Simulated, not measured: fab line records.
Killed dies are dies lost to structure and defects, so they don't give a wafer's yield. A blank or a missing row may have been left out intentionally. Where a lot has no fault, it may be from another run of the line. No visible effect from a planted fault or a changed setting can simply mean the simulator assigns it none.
Matching of chambers -- flow nand-harc -- pecvd-02 running NHARC_A_CHANNEL_HOLE_D1_DEP_01: 3 sister chambers
The step deposits SiON, target thk 140 nm. 18 wafers are shown with their chamber, then 9 later ones without.

WAFERS WITH THEIR CHAMBER
wafer,chamber,heater-power-w (W),rf-fwd-power-W (W)
L805.4,1,773,348.5
L805.5,2,632,348.5
L805.6,0,718,346.5
L804.1,0,671,347.3
L804.2,2,640,349.4
L804.6,1,803,348.1
L807.2,1,760,345.3
L807.4,1,782,346.1
L807.5,0,733,348.1
L806.1,0,728,347.7
L806.3,2,709,349.2
L806.5,1,781,346.9
L810.1,2,640,349.3
L810.3,0,743,348.4
L810.6,2,657,348.3
L811.1,2,696,347.8
L811.2,1,758,348.2
L811.4,2,685,349.4

SIGNATURES (means of the wafers above)
reading,chamber 0,chamber 1,chamber 2,scatter within a chamber
heater-power-w,718.60,776.17,665.57,26.1
rf-fwd-power-W,347.600,347.183,348.843,0.933
Rule: for each reading, subtract the chamber's mean from the wafer's reading, divide by that reading's scatter and square the result; add these up over the readings and take the root, which gives the wafer's distance from the chamber. The wafer belongs to the nearest chamber; if the next one is less than 2 further off, it can't be placed. The scatter: the root of (the sum of the squares of (reading less its chamber's mean) over the shown wafers, divided by (wafers less chambers)).

WAFERS WITH NO CHAMBER GIVEN
wafer,heater-power-w (W),rf-fwd-power-W (W)
L812.1,624,349.5
L812.2,689,349.8
L812.3,764,347.3
L814.1,722,349.3
L814.2,719,347.9
L814.5,818,349.9
L815.3,741,348.6
L815.4,758,348.6
L815.5,611,348.7

EACH ONE'S CHAMBER
wafer,from the rows above,in truth
L812.1,2,2
L812.2,can't be placed: 2 or 0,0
L812.3,can't be placed: 1 or 0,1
L814.1,can't be placed: 0 or 2 or 1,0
L814.2,can't be placed: 0 or 2 or 1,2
L814.5,can't be placed: 1 or 0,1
L815.3,can't be placed: 0 or 1 or 2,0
L815.4,can't be placed: 1 or 0 or 2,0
L815.5,2,2
2 of 9 placed correctly. From these rows, 7 cannot be placed; in 7 the true chamber is one of the candidates. 0 placed wrongly.
